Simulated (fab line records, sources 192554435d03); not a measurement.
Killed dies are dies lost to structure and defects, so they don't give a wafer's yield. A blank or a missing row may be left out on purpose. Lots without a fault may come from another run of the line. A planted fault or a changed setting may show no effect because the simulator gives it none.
Which tool did it? | flow n5_finfet | 9 lots, 27 wafers sampled, at 7 steps of a route of 1938

WHAT THE GAUGES READ, wafer by wafer
N5_MOL_CONTACT_COAG_OVL_MEAS_85.
lot  | measured     | on         | VG_OVL (nm)
L444 | day 5 19:00  | overlay-01 | 0.7 0.0 -0.3
L445 | day 6 01:30  | overlay-01 | -0.1 0.0 -1.4
L447 | day 6 17:11  | overlay-02 | 0.2 0.5 -0.4
L451 | day 7 08:53  | overlay-02 | -0.2 0.3 -0.1
L452 | day 7 17:34  | overlay-02 | 0.7 1.3 -0.3
L453 | day 8 00:53  | overlay-02 | 0.8 0.8 0.8
L454 | day 8 05:34  | overlay-02 | 0.7 1.3 1.5
L457 | day 9 03:56  | overlay-01 | 1.2 1.8 1.1
L464 | day 10 18:57 | overlay-01 | -0.6 0.8 -0.6

N5_MOL_CONTACT_COAG_CD_MEAS_40: target cd 25.1 nm.
lot  | measured     | on        | cd_nm (nm)
L444 | day 5 20:31  | cd_sem-01 | 24.90 25.10 25.22
L445 | day 6 03:05  | cd_sem-02 | 24.93 25.13 24.82
L447 | day 6 18:40  | cd_sem-02 | 24.97 24.99 24.74
L451 | day 7 10:10  | cd_sem-03 | 24.80 25.12 25.04
L452 | day 7 19:02  | cd_sem-03 | 24.83 24.62 24.93
L453 | day 8 03:03  | cd_sem-02 | 25.13 25.21 25.22
L454 | day 8 07:02  | cd_sem-03 | 25.14 24.92 25.19
L457 | day 9 05:14  | cd_sem-01 | 24.74 24.89 24.93
L464 | day 10 20:11 | cd_sem-03 | 25.06 25.00 9.78

N5_MOL_CONTACT_COAG_OVL_MEAS_41.
lot  | measured     | on         | VD_OVL (nm)
L444 | day 5 20:33  | overlay-01 | -1.2 -1.2 -1.1
L445 | day 6 03:07  | overlay-01 | -1.5 -0.8 0.4
L447 | day 6 18:42  | overlay-01 | -0.4 1.1 0.6
L451 | day 7 10:13  | overlay-01 | 0.3 0.3 0.7
L452 | day 7 19:04  | overlay-01 | 0.5 -0.5 0.5
L453 | day 8 03:05  | overlay-01 | 0.4 0.1 0.1
L454 | day 8 07:04  | overlay-01 | 0.9 0.9 0.3
L457 | day 9 05:16  | overlay-02 | 0.2 -0.1 0.6
L464 | day 10 20:13 | overlay-01 | 0.5 1.1 -0.3

N5_MOL_CONTACT_COAG_CD_MEAS_101: target cd 16 nm.
lot  | measured     | on        | cd_nm (nm)
L444 | day 5 21:44  | cd_sem-01 | 16.6 16.4 16.3
L445 | day 6 04:08  | cd_sem-01 | 16.2 16.2 15.9
L447 | day 6 19:37  | cd_sem-02 | 15.4 15.6 15.4
L451 | day 7 11:47  | cd_sem-01 | 16.5 16.2 15.9
L452 | day 7 20:33  | cd_sem-01 | 15.4 15.8 16.3
L453 | day 8 04:10  | cd_sem-03 | 16.3 16.2 15.6
L454 | day 8 08:24  | cd_sem-03 | 16.2 16.2 15.7
L457 | day 9 06:38  | cd_sem-03 | 16.3 16.0 16.1
L464 | day 10 21:09 | cd_sem-02 | 16.4 15.9 0.7

N5_BEOL_M4_RC_MEAS_101.
lot  | measured     | on        | DIBL_N (mV/V)  | DIBL_P (mV/V)  | IOFF_N (nA/um)    | IOFF_P (nA/um) | ION_N (uA/um) | ION_P (uA/um) | SS_N (mV/dec)  | SS_P (mV/dec)  | VT_N (mV)         | VT_P (mV)
L444 | day 8 17:38  | prober-01 | 36.9 38.4 36.7 | 36.6 37.3 35.5 | 0.154 0.171 0.148 | 0.22 0.22 0.20 | 666 669 670   | 461 461 458   | 72.4 71.9 71.7 | 73.5 74.1 72.9 | 254.4 251.4 253.9 | -251 -252 -252
L445 | day 8 18:03  | prober-02 | 34.7 36.7 35.4 | 34.0 37.3 35.1 | 0.134 0.164 0.147 | 0.16 0.21 0.17 | 658 661 650   | 450 457 446   | 70.6 71.9 71.8 | 72.6 73.3 72.7 | 253.2 253.0 254.2 | -257 -250 -256
L447 | day 9 10:29  | prober-01 | 37.8 38.4 39.3 | 37.8 38.4 39.3 | 0.168 0.180 0.192 | 0.21 0.22 0.24 | 684 689 680   | 461 461 463   | 72.0 71.5 71.3 | 73.6 74.4 74.3 | 253.7 249.0 251.1 | -250 -250 -253
L451 | day 10 01:27 | prober-01 | 35.0 35.1 34.2 | 35.7 35.6 33.3 | 0.139 0.144 0.128 | 0.19 0.20 0.17 | 672 683 671   | 468 468 462   | 71.4 71.3 70.5 | 73.3 72.9 73.1 | 252.1 252.2 254.2 | -252 -251 -252
L452 | day 10 11:46 | prober-01 | 34.9 36.5 38.2 | 35.8 37.3 39.0 | 0.142 0.175 0.209 | 0.19 0.20 0.25 | 671 691 705   | 463 464 474   | 70.5 70.8 72.8 | 73.5 73.8 73.6 | 251.0 245.7 246.5 | -250 -251 -246
L453 | day 11 11:46 | prober-02 | 34.4 37.1 36.1 | 33.6 37.9 35.3 | 0.128 0.175 0.154 | 0.15 0.22 0.17 | 658 672 674   | 446 456 456   | 70.3 71.5 71.2 | 72.3 74.1 72.9 | 251.3 248.8 248.4 | -258 -250 -251
L454 | day 11 09:55 | prober-02 | 36.5 35.6 36.6 | 35.8 35.8 36.3 | 0.149 0.133 0.158 | 0.23 0.24 0.24 | 669 668 687   | 466 473 477   | 72.0 71.4 71.9 | 73.0 73.2 73.9 | 250.0 252.2 248.9 | -248 -245 -247
L457 | day 12 12:49 | prober-02 | 36.2 35.3 35.5 | 35.3 34.9 35.6 | 0.141 0.142 0.138 | 0.18 0.18 0.18 | 677 668 685   | 464 460 457   | 70.7 71.1 71.1 | 73.0 72.6 73.1 | 250.3 249.4 251.5 | -253 -252 -254
L464 | day 14 01:01 | prober-01 | 38.4 36.2      | 38.9 36.3      | 0.223 0.157       | 0.30 0.23      | 690 666       | 478 461       | 73.0 71.9      | 74.6 73.7      | 246.9 252.2       | -245 -248

WHICH TOOL RAN EACH LOT (tool, then ch and the chambers of the sampled wafers, then the start)
lot  | N5_MOL_CONTACT_COAG_EXPOSE_37     | N5_MOL_CONTACT_COAG_ETCH_65
L444 | euv_scanner-01 ch 0, day 5 20:23  | rie_diel-05 ch 1,3, day 5 20:40
L445 | euv_scanner-01 ch 0, day 6 02:57  | rie_diel-02 ch 0,1, day 6 03:21
L447 | euv_scanner-02 ch 0, day 6 18:31  | rie_diel-04 ch 0,3, day 6 18:49
L451 | euv_scanner-02 ch 0, day 7 10:02  | rie_diel-02 ch 1,2, day 7 10:57
L452 | euv_scanner-02 ch 0, day 7 18:54  | rie_diel-02 ch 0,1,3, day 7 19:32
L453 | euv_scanner-02 ch 0, day 8 02:54  | rie_diel-02 ch 0,1,2, day 8 03:12
L454 | euv_scanner-02 ch 0, day 8 06:54  | rie_diel-05 ch 1,3, day 8 07:12
L457 | euv_scanner-02 ch 0, day 9 05:06  | rie_diel-05 ch 0,1,3, day 9 05:29
L464 | euv_scanner-02 ch 0, day 10 20:02 | rie_diel-05 ch 0,2, day 10 20:21
- N5_MOL_CONTACT_COAG_EXPOSE_37: exposes mask VD, defocus 0 nm.
- N5_MOL_CONTACT_COAG_ETCH_65: etches underlayer in N2/H2, target depth 13 nm, time 10.4 s.

WHAT THE TOOLS THEMSELVES READ (means of the sampled wafers that have a number; where no wafer has one, the mark that the record gives instead)
N5_MOL_CONTACT_COAG_ETCH_65.
lot  | tool        | drypump_motor_current_A (A) | etch_rf_on_time_s (s) | oes_product_au (a.u.) | rf_vpp_V (V) | showerhead_plenum_p_Torr (Torr) | throttle_valve_pct (%)
L444 | rie_diel-05 | 5.5                         | 10.34                 | 0.77                  | 524.5        | 2.57                            | 17.79
L445 | rie_diel-02 | 5.4                         | 10.50                 | 0.71                  | 523.1        | 2.54                            | 17.73
L447 | rie_diel-04 | 5.6                         | 10.49                 | 0.59                  | 524.4        | 2.54                            | 17.64
L451 | rie_diel-02 | 5.6                         | 10.47                 | 0.73                  | 525.8        | 2.62                            | 17.68
L452 | rie_diel-02 | 5.6                         | 10.48                 | 0.72                  | 523.3        | 2.54                            | 17.67
L453 | rie_diel-02 | 5.7                         | 10.73                 | 0.67                  | 524.7        | 2.56                            | 17.69
L454 | rie_diel-05 | 5.4                         | 10.32                 | 0.75                  | 525.8        | 2.64                            | 17.77
L457 | rie_diel-05 | 5.5                         | 10.34                 | 0.75                  | 524.6        | 2.56                            | 17.80
L464 | rie_diel-05 | 6.3                         | 10.26                 | 0.82                  | 524.3        | 2.58                            | 17.89

THE ANSWER, worked out from the rows above alone
Rule: what is usual is taken from the lots themselves. Put in order of their means at a reading, lots are off if they are a third of the lots or fewer, leave a main group of 4 or more, and stand apart from it by a gap of 3 or more times the standard deviation of the main group's means; of several such gaps the widest counts. A main group whose means are all the same, to the digits that the tables above print for the reading, isn't used. A lot without any number at a reading at which 4 lots or more have one is off too. The other lots that the step has rows for count as sound. The gauges are gone through in route order, then the tools' own readings, and for those a lot's mean is taken as printed above. The first step at which some lot is off is used, and at that step the reading that is off furthest; a lot without a number counts as furthest.
Off: L464, at N5_MOL_CONTACT_COAG_CD_MEAS_40 (cd_nm). The main group: mean 24.98 nm, standard deviation 0.12.
A tool fits if, at a process step before that reading, it ran every lot that is off, and no sound lot after the first of them. The gauges at N5_MOL_CONTACT_COAG_CD_MEAS_40 aren't tried: what is off there is off at N5_MOL_CONTACT_COAG_CD_MEAS_101 too, on other tools, and a gauge's error can't cause that. One fits: euv_scanner-02 at N5_MOL_CONTACT_COAG_EXPOSE_37. Its last sound lot is L457 (day 9 05:06), its first lot that is off L464 (day 10 20:02): a fault that began between those two fits.

WHAT THE SIMULATOR HAD PUT IN
Process parameter drift: euv_scanner-02, from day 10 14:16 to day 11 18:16, at N5_MOL_CONTACT_COAG_EXPOSE_37. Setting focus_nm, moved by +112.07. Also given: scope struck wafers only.
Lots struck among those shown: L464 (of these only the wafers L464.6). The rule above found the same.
